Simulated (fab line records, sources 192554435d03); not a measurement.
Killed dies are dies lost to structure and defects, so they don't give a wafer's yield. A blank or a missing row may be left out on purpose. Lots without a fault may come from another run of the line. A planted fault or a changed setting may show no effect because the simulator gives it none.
Chamber matching | flow n5_finfet | N5_BEOL_M11_STRIP_36 on rie_diel-01: 4 sister chambers
The step strips in N2/H2. 4 wafers are shown with their chamber, then 8 later ones without.

WAFERS WITH THEIR CHAMBER
wafer  | chamber | drypump_motor_current_A (A)
L084.3 | 0       | 6.1
L091.3 | 3       | 6.0
L091.6 | 2       | 5.1
L092.1 | 1       | 6.4

WAFERS WITHOUT THEIR CHAMBER
wafer  | drypump_motor_current_A (A)
L092.2 | 6.0
L092.5 | 6.1
L097.1 | 6.0
L097.4 | 6.3
L097.6 | 6.1
L096.2 | 6.0
L096.5 | 5.1
L096.6 | 6.0

WHICH CHAMBER EACH WENT THROUGH
wafer  | from the rows above | in truth
L092.2 | 3                   | 3
L092.5 | 0                   | 0
L097.1 | 3                   | 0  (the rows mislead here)
L097.4 | 1                   | 1
L097.6 | 0                   | 0
L096.2 | 3                   | 3
L096.5 | 2                   | 2
L096.6 | 3                   | 3
Placed correctly: 7 of 8. Can't be placed from these rows: 0. Placed wrongly: 1.
How it was worked out, from the rows above alone: a wafer's distance from a chamber is the root of the sum, over the readings, of the square of ((its reading less the chamber's mean) divided by the reading's scatter). The wafer belongs to the nearest chamber; if the next one is less than 2 further off, it can't be placed. A chamber's mean is the mean of its shown wafers. The scatter: with one shown wafer a chamber, the root of the mean of the squares of how far each hidden wafer lies from its nearest shown one.
